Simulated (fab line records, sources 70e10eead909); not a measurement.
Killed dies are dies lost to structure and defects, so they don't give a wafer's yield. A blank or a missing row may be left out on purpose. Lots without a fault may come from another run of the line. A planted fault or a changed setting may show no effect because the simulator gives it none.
Chamber matching | flow nand_harc | NHARC_P_BONDPAD_ETCH_37 on rie_diel-04: 4 sister chambers
The step etches the open film in N2/H2, target depth 60 nm, overetch 18 nm, time 65.91 s. 16 wafers are shown with their chamber, then 8 later ones without.

WAFERS WITH THEIR CHAMBER
wafer  | chamber | showerhead_plenum_p_Torr (Torr) | drypump_motor_current_A (A) | rf_vpp_V (V)
L076.2 | 3       | 2.02                            | 5.5                         | 429.8
L076.3 | 0       | 1.89                            | 5.4                         | 425.8
L076.4 | 2       | 2.10                            | 5.0                         | 431.9
L079.2 | 1       | 1.95                            | 4.8                         | 427.7
L079.5 | 1       | 1.95                            | 4.8                         | 428.0
L079.6 | 0       | 1.89                            | 5.4                         | 426.1
L080.1 | 1       | 1.95                            | 4.9                         | 427.8
L080.2 | 3       | 2.02                            | 5.4                         | 432.0
L080.4 | 0       | 1.89                            | 5.4                         | 427.0
L084.1 | 3       | 2.01                            | 5.5                         | 431.3
L084.4 | 1       | 1.95                            | 4.9                         | 427.4
L084.6 | 2       | 2.10                            | 5.0                         | 432.7
L083.1 | 0       | 1.89                            | 5.4                         | 425.8
L083.2 | 3       | 2.01                            | 5.4                         | 429.6
L083.4 | 1       | 1.95                            | 4.9                         | 428.4
L088.3 | 1       | 1.95                            | 4.8                         | 427.7

SIGNATURES (means of the wafers above)
reading                  | chamber 0 | chamber 1 | chamber 2 | chamber 3 | scatter within a chamber
showerhead_plenum_p_Torr | 1.8900    | 1.9500    | 2.1000    | 2.0150    | 0.00289
drypump_motor_current_A  | 5.400     | 4.850     | 5.000     | 5.450     | 0.0456
rf_vpp_V                 | 426.175   | 427.833   | 432.300   | 430.675   | 0.703
Rule: a wafer's distance from a chamber is the root of the sum, over the readings, of the square of ((its reading less the chamber's mean) divided by the reading's scatter). The wafer belongs to the nearest chamber; if the next one is less than 2 further off, it can't be placed. The scatter: the root of (the sum of the squares of (reading less its chamber's mean) over the shown wafers, divided by (wafers less chambers)).

WAFERS WITHOUT THEIR CHAMBER
wafer  | showerhead_plenum_p_Torr (Torr) | drypump_motor_current_A (A) | rf_vpp_V (V)
L088.5 | 2.10                            | 5.0                         | 432.9
L088.6 | 1.95                            | 4.8                         | 427.3
L090.2 | 2.10                            | 5.0                         | 433.5
L090.5 | 2.01                            | 5.4                         | 430.7
L090.6 | 1.89                            | 5.4                         | 425.7
L093.4 | 2.10                            | 5.0                         | 432.0
L093.5 | 1.95                            | 4.8                         | 428.4
L093.6 | 1.89                            | 5.4                         | 427.7

WHICH CHAMBER EACH WENT THROUGH
wafer  | from the rows above | in truth
L088.5 | 2                   | 2
L088.6 | 1                   | 1
L090.2 | 2                   | 2
L090.5 | 3                   | 3
L090.6 | 0                   | 0
L093.4 | 2                   | 2
L093.5 | 1                   | 1
L093.6 | 0                   | 0
Placed correctly: 8 of 8. Can't be placed from these rows: 0. Placed wrongly: 0.
